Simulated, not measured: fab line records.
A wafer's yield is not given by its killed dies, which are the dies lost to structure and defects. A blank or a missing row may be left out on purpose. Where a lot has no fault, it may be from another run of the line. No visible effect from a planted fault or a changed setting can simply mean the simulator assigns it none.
A lot that was struck, set against a sound lot    flow n5_finfet    24 steps out of a route of 1938
Sound: these wafers, L390.3, L390.5, L390.6. Struck: wafers L387.2, L387.4, L387.6. The cause is given at the end.
For every step that has rows: the tool of each side, followed by ch and its chambers, followed by its first start. Under that, the readings that differ: sound wafers    struck wafers    difference of the means    sigmas: that difference in standard deviations of wafers without a fault.
alike: words and numbers the same on both sides, and readings whose means are apart by under 2 such deviations; not compared: readings that were withheld, readings missing a value for some wafer, numbers with overlapping values and no deviation given by the record, and bounds like >300 which may hide the same value.
The two part at a step that has a row with sigmas, a row that says differs or no value, or rows on one side only. Numbers that have no deviation but don't overlap get no sigmas and don't part them. Lack of a reading on every wafer of one side parts them only where that side has two or more wafers.

first, 8 steps without rows for these wafers: N5_BEOL_M6_ANNEAL_51 (time 90 s); N5_BEOL_M6_CMP_52 (polishes, stops on SiCOH lowk, t overpolish 6.9 s, target thk 80 nm); N5_BEOL_M6_PRE_CLEAN_55 (time 15 s); N5_BEOL_M6_DEP_56 (deposits SiCN from 3MS/NH3, target thk 10 nm, time 17.5 s); N5_BEOL_M7_ILD_DEP_00 (deposits SiCOH lowk from DEMS/porogen, target thk 179.75 nm, time 33.4 s); N5_BEOL_M7_CURE_74 (cures SiCOH lowk, time 240 s); N5_BEOL_M7_PECVD_70 (deposits SiO2 from TEOS/O2, target thk 20 nm, time 22.7 s); N5_BEOL_M7_HM_DEP_02 (deposits TiN, target thk 20 nm).
N5_BEOL_M7_COAT_59: time 60 s, resist thk 100 nm.
  sound on litho_track-04 ch 0, day 14 21:53; struck on litho_track-05 ch 0, day 14 05:50
reading                                   sound                 struck                difference  sigmas
spin_speed_rpm (rpm)                      1498.7 1500.0 1500.4  1391.8 1393.2 1394.8  -106.4      -99 or more
model.SOC_of_BEOL_M7_COAT_59.thk_nm (nm)  100.2 99.8 100        104.2 103.8 103.8     +3.9        
then, 9 steps without rows for these wafers: N5_BEOL_M7_COAT_60 (time 60 s, resist thk 35 nm); N5_BEOL_M7_COAT_05 (resist thk 90 nm); N5_BEOL_M7_EBR_07; N5_BEOL_M7_SOFTBAKE_06 (time 60 s); N5_BEOL_M7_EXPOSE_08 (exposes mask M7); N5_BEOL_M7_PEB_09 (peb time 60 s); N5_BEOL_M7_DEVELOP_10 (develop time 30 s); N5_BEOL_M7_DESCUM_16 (chemistry O2, time 7.9 s); N5_BEOL_M7_ETCH_61 (etches SiARC in CF4, target depth 45.5 nm, time 75.8 s).
N5_BEOL_M7_ETCH_62: etches SOC in N2/H2, target depth 110 nm, overetch 22 nm, time 165 s.
  sound on rie_diel-06 ch 0,3, day 14 22:19; struck on rie_diel-05 ch 0,1,3, day 14 06:24
reading                   sound              struck             difference  sigmas
model.etch.depth_nm (nm)  100.1 99.88 99.91  104.2 103.9 103.9  +4.0        
  alike: drypump_motor_current_A, oes_product_au, rf_vpp_V, showerhead_plenum_p_Torr, temp_c, throttle_valve_pct
  not compared: rf_hours_counter_h
then, 2 steps without rows for these wafers: N5_BEOL_M7_STRIP_68 (strips in N2/H2); N5_BEOL_M7_STRIP_67 (strips in CF4).
N5_BEOL_M7_HM_OPEN_17: chemistry Cl2/BCl3, target TiN, target depth 20 nm, overetch 6 nm.
  sound on rie_metal-02 ch 0,1, day 14 22:31; struck on rie_metal-01 ch 0,1, day 14 06:35
reading                                   sound       struck        difference  sigmas
model.SOC_of_BEOL_M7_COAT_59.thk_nm (nm)  92.2 92 92  96.4 96 96.2  +4.1        
  alike: drypump_motor_current_A, mfc_ar_sccm, oes_product_au, throttle_valve_pct
  not compared: rf_hours_counter_h
then, 1 step without rows for these wafers: N5_BEOL_M7_STRIP_19 (strips in O2).
-- the record jumps here: 3 days lie between the struck wafers' starts before and after (it left off in module BEOL_M7 and takes up again in module PASSIVATION, whose first step shown is number 1936 of the route) --
N5_PASSIVATION_PROBE_49:
  sound on prober-01 at day 18 01:40; struck on prober-01 at day 17 07:04
reading              sound     struck    difference  sigmas
killed_at_front_end  47 40 57  20 21 28  -25         -3
  alike: defect_limited_yield, killed_at_M0_to_M3, killed_at_M4_up, killed_at_contacts, killed_at_other, killed_dies, killed_open, killed_short, sort_bin_5_function, sort_bin_6_memory, sort_n_pass, sort_yield_pct

== WHERE THEY PART ==
At N5_BEOL_M7_COAT_59 first; at N5_PASSIVATION_PROBE_49 last (within this record only).

WHY: whatever the simulator had introduced
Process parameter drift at N5_BEOL_M7_COAT_59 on litho_track-05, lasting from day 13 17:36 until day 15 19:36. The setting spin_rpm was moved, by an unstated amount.
